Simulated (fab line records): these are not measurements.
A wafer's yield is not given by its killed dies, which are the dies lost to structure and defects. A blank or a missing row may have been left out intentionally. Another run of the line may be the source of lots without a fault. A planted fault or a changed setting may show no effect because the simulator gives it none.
One fault seen from 2 desks :: flow n5_finfet :: what lay behind the numbers comes last; until then each desk has only its own

== AT THE TOOL OWNER'S DESK: litho_track-03 ==
The tool's own readings at N5_BEOL_M6_COAT_60 (time 60 s, resist thk 35 nm): means of the sampled wafers that have a number, for each lot that ran on this tool. Marked OUT: a lot whose mean sits more than 4 standard deviations from the usual mean, which makes it out of limits; the brackets give that distance.
Columns: A = plate_temp_C at N5_BEOL_M6_COAT_60, usual 220.00 C; B = spin_speed_rpm at N5_BEOL_M6_COAT_60, usual 1500.1 rpm
lot: L972
first seen here: day 10 07:33
A: 219.89
B: 1500.9

lot: L976
first seen here: day 11 19:44
A: 220.32
B: 1500.7

lot: L982
first seen here: day 13 04:10
A: 220.06
B: 1499.1

lot: L981
first seen here: day 13 07:01
A: 219.91
B: 1500.1

lot: L984
first seen here: day 14 10:16
A: 220.18
B: 1548.3 (+40) OUT

lot: L988
first seen here: day 14 14:59
A: 219.89
B: 1548.1 (+40) OUT
This desk's verdict: out of limits on L984, L988, starting with L984 at day 14 10:16 (spin_speed_rpm at N5_BEOL_M6_COAT_60). In limits: L972, L976, L982, L981.

== FROM THE METROLOGY DESK ==
What the gauges read for every lot (on any tool): the sampled wafers with a number, averaged. Marked OUT: a lot whose mean sits more than 4 standard deviations from the usual mean, which makes it out of limits; the brackets give that distance.
Columns: A = M6_ILD_THK at N5_BEOL_M6_THK_MEAS_01, usual 155.6 nm; B = cd_nm at N5_BEOL_M6_CD_MEAS_11, usual 38.4 nm
lot: L972
first seen here: day 10 06:03
A: 154.8
B: 38.5

lot: L976
first seen here: day 11 17:48
A: 155.3
B: 38.2

lot: L977
first seen here: day 12 00:08
A: 156.6
B: 38.9

lot: L982
first seen here: day 13 03:52
A: 157.3
B: 37.5

lot: L981
first seen here: day 13 04:08
A: 156.5
B: 37.9

lot: L984
first seen here: day 14 09:16
A: 157.4
B: 38.7

lot: L988
first seen here: day 14 13:44
A: 155.6
B: 38.6

lot: L989
first seen here: day 15 07:04
A: 155.6
B: 38.3

lot: L992
first seen here: day 15 22:13
A: 156.3
B: 38.3

lot: L993
first seen here: day 15 23:01
A: 157.3
B: 38.6

lot: L994
first seen here: day 16 01:54
A: 154.3
B: 37.9

lot: L995
first seen here: day 16 05:49
A: 156.3
B: 38.0
Finding of this desk: none of the 12 lots has anything out of limits.

== BROUGHT TOGETHER ==
The tool owner's desk had the chance to raise an alarm at day 14 10:16 on L984, L988.
The metrology desk saw nothing out of limits.
The metrology desk holds a record of L984, L988, inside its limits.
All the named lots went through N5_BEOL_M6_COAT_60 on litho_track-03.

== WHAT WAS PUT IN BY THE SIMULATOR ==
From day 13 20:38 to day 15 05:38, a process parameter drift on litho_track-03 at N5_BEOL_M6_COAT_60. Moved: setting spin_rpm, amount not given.
Shown lots that were struck: L984, L988.
Hours from the fault's start to each desk's first reading out of limits: the tool owner's desk, 14.
